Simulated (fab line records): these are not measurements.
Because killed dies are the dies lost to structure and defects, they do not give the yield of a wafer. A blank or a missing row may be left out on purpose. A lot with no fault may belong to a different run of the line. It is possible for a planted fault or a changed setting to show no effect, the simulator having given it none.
Struck lot and sound lot, side by side | flow nandHarc | 14 out of 1159 route steps
Sound: the wafers L883.3, L883.4, L883.6. Struck: wafers L891.1, L891.3. (L891.2 of the same lot was not struck and is left out.) The cause comes at the end.
Each step with rows lists, per side, the tool, then ch with its chambers, then its first start. Under that, the readings that differ: sound wafers | struck wafers | difference of the means | sigmas: that difference in standard deviations of wafers without a fault.
alike: words and numbers the same on both sides, and readings whose means are apart by under 2 such deviations; not compared: readings that were withheld, readings missing a value for some wafer, numbers with overlapping values and no deviation given by the record, and bounds like >300 which may hide the same value.
Wherever a step has rows on one side only, a row that says differs or no value, or a row with sigmas, the two part there. Non-overlapping numbers with no deviation appear without sigmas and do not part them. Lack of a reading on every wafer of one side parts them only where that side has two or more wafers.

NHARC_A_SOURCE_PLATE_THK_MEAS_06: measures by ellipsometry.
  struck on filmMetro-01, day 11 20:04; sound on filmMetro-01, day 9 04:22
  alike: thkNm
NHARC_A_SOURCE_PLATE_INSPECT_08:
  struck on defectInspect-02, day 11 20:08; sound on defectInspect-01, day 9 04:26
  alike: rawDefectCount
next comes 1 step that has no rows for these wafers: NHARC_A_ONON_D1_DEP_00 (target thickness 1000 nm).
NHARC_A_ONON_D1_THK_MEAS_02: measures by ellipsometry.
  struck on filmMetro-02, day 11 20:43; sound on filmMetro-01, day 9 05:01
reading    | sound       | struck    | difference | sigmas
thkNm (nm) | 989 985 989 | 1010 1009 | +22        | +2
next comes 1 step that has no rows for these wafers: NHARC_A_ONON_D1_DEP_03 (target thickness 1000 nm).
NHARC_A_ONON_D1_THK_MEAS_05: measures by ellipsometry.
  struck on filmMetro-02, day 11 21:17; sound on filmMetro-02, day 9 05:34
  alike: thkNm
next comes 1 step that has no rows for these wafers: NHARC_A_ONON_D1_DEP_06 (target thickness 1000 nm).
NHARC_A_ONON_D1_THK_MEAS_08: measures by ellipsometry.
  struck on filmMetro-02, day 11 21:50; sound on filmMetro-02, day 9 06:08
reading    | sound          | struck  | difference | sigmas
thkNm (nm) | 1009 1010 1008 | 983 983 | -26        | -2
next comes 1 step that has no rows for these wafers: NHARC_A_ONON_D1_DEP_09 (target thickness 1000 nm).
NHARC_A_ONON_D1_THK_MEAS_11: measures by ellipsometry.
  struck on filmMetro-01, day 11 22:25; sound on filmMetro-02, day 9 06:42
  alike: thkNm
NHARC_A_ONON_D1_DEP_12: target thk 1000 nm.
  sound on pecvdOnon-02 ch 0, day 9 06:52; struck on pecvdOnon-02 ch 0, day 11 22:28
NHARC_A_ONON_D1_THK_MEAS_14: measures by ellipsometry.
  struck on filmMetro-01, day 11 22:59; sound on filmMetro-02, day 9 07:17
reading    | sound          | struck  | difference | sigmas
thkNm (nm) | 1002 1003 1003 | 528 529 | -474       | -52
then, 1 step without rows for these wafers: NHARC_A_ONON_D1_ANNEAL_15 (time 3600 s).
-- the record jumps here: 12 days lie between the struck wafers' starts before and after (it left off in module A_ONON_D1 and takes up again in module END, whose first step shown is number 1159 of the route) --
NHARC_END_SORT_01:
  at this point the record logs the struck wafers (prober-01 ch 0, day 24 01:30) and has no rows for the sound ones

== WHERE THEY PART ==
Earliest at NHARC_A_ONON_D1_THK_MEAS_02; latest, in this record, at NHARC_END_SORT_01.

WHY: what the simulator had put in
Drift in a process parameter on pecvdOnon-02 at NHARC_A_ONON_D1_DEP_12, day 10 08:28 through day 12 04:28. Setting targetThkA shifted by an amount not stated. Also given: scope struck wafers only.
